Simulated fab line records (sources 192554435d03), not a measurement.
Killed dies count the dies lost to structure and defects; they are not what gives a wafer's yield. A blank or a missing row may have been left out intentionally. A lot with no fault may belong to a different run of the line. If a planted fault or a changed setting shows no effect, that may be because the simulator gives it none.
Which tool is to blame? | flow n5-finfet | 36 wafers from 12 lots sampled at 6 of the route's 1938 steps

== WHAT THE GAUGES SHOWED, per wafer ==
N5_BEOL_M1_INSPECT_59: inspects for defects (darkfield).
lot  | measured     | on                | raw-defect-count
L075 | day 6 19:58  | defect-inspect-02 | 63 42 57
L077 | day 7 03:35  | defect-inspect-02 | 86 77 63
L079 | day 7 21:59  | defect-inspect-01 | 61 96 83
L081 | day 8 08:50  | defect-inspect-01 | 42 48 46
L083 | day 9 02:09  | defect-inspect-01 | 141 98 90
L085 | day 9 06:55  | defect-inspect-02 | 54 46 70
L087 | day 9 17:13  | defect-inspect-02 | 137 84 73
L090 | day 10 14:52 | defect-inspect-01 | 62 94 70
L091 | day 10 20:06 | defect-inspect-02 | 52 52 53
L093 | day 11 09:14 | defect-inspect-02 | 72 71 73
L095 | day 11 20:29 | defect-inspect-01 | 74 74 66
L097 | day 12 07:44 | defect-inspect-01 | 87 73 62

== EACH LOT AND THE TOOL THAT RAN IT (in order: tool; ch and the chambers of the sampled wafers; start) ==
lot  | N5_BEOL_M1_SPUTTER_79        | N5_BEOL_M1_SPUTTER_86        | N5_BEOL_M1_ANNEAL_89         | N5_BEOL_M1_ANNEAL_93         | N5_BEOL_M1_SPUTTER_94
L075 | pvd-sputter-03, day 6 17:21  | pvd-sputter-03, day 6 17:47  | pvd-sputter-03, day 6 18:05  | pvd-sputter-03, day 6 18:32  | pvd-sputter-03, day 6 18:40
L077 | pvd-sputter-02, day 7 00:37  | pvd-sputter-02, day 7 01:03  | pvd-sputter-02, day 7 01:21  | pvd-sputter-02, day 7 01:47  | pvd-sputter-02, day 7 01:56
L079 | pvd-sputter-01, day 7 17:45  | pvd-sputter-01, day 7 18:38  | pvd-sputter-01, day 7 19:14  | pvd-sputter-01, day 7 20:07  | pvd-sputter-01, day 7 20:23
L081 | pvd-sputter-03, day 8 06:11  | pvd-sputter-03, day 8 06:37  | pvd-sputter-03, day 8 06:55  | pvd-sputter-03, day 8 07:22  | pvd-sputter-03, day 8 07:30
L083 | pvd-sputter-02, day 8 23:32  | pvd-sputter-02, day 8 23:59  | pvd-sputter-02, day 9 00:17  | pvd-sputter-02, day 9 00:43  | pvd-sputter-02, day 9 00:52
L085 | pvd-sputter-01, day 9 03:07  | pvd-sputter-01, day 9 03:33  | pvd-sputter-01, day 9 03:51  | pvd-sputter-01, day 9 04:17  | pvd-sputter-01, day 9 04:26
L087 | pvd-sputter-03, day 9 14:14  | pvd-sputter-03, day 9 14:43  | pvd-sputter-03, day 9 15:02  | pvd-sputter-03, day 9 15:31  | pvd-sputter-03, day 9 15:40
L090 | pvd-sputter-02, day 10 12:13 | pvd-sputter-02, day 10 12:40 | pvd-sputter-02, day 10 12:58 | pvd-sputter-02, day 10 13:24 | pvd-sputter-02, day 10 13:32
L091 | pvd-sputter-02, day 10 17:29 | pvd-sputter-02, day 10 17:55 | pvd-sputter-02, day 10 18:13 | pvd-sputter-02, day 10 18:40 | pvd-sputter-02, day 10 18:48
L093 | pvd-sputter-03, day 11 06:25 | pvd-sputter-03, day 11 06:51 | pvd-sputter-03, day 11 07:09 | pvd-sputter-03, day 11 07:35 | pvd-sputter-03, day 11 07:44
L095 | pvd-sputter-02, day 11 17:52 | pvd-sputter-02, day 11 18:19 | pvd-sputter-02, day 11 18:37 | pvd-sputter-02, day 11 19:03 | pvd-sputter-02, day 11 19:11
L097 | pvd-sputter-01, day 12 05:08 | pvd-sputter-01, day 12 05:34 | pvd-sputter-01, day 12 05:52 | pvd-sputter-01, day 12 06:19 | pvd-sputter-01, day 12 06:27
- N5_BEOL_M1_SPUTTER_79: material Cu, target thk 4.5 nm, time 8.29 s.
- N5_BEOL_M1_SPUTTER_86: material Cu, target thk 4.5 nm, time 8.29 s.
- N5_BEOL_M1_ANNEAL_89: time 240 s.
- N5_BEOL_M1_ANNEAL_93: time 240 s.
- N5_BEOL_M1_SPUTTER_94: material Cu, target thk 4.5 nm, time 8.29 s.

== THE ANSWER, worked out from the rows above alone ==
Rule: the lots themselves supply what counts as usual. Put in order of their means at a reading, lots are off if they are a third of the lots or fewer, leave a main group of 4 or more, and stand apart from it by a gap of 3 or more times the standard deviation of the main group's means; of several such gaps the widest counts. A main group is skipped when, at the precision printed for the reading in the tables above, its means are all equal. A lot without any number at a reading at which 4 lots or more have one is off too. Where the step has rows for the other lots, those lots are counted as sound.
None of the lots is off at any reading shown; this tells nothing.

== WHAT THE SIMULATOR HAD INSERTED ==
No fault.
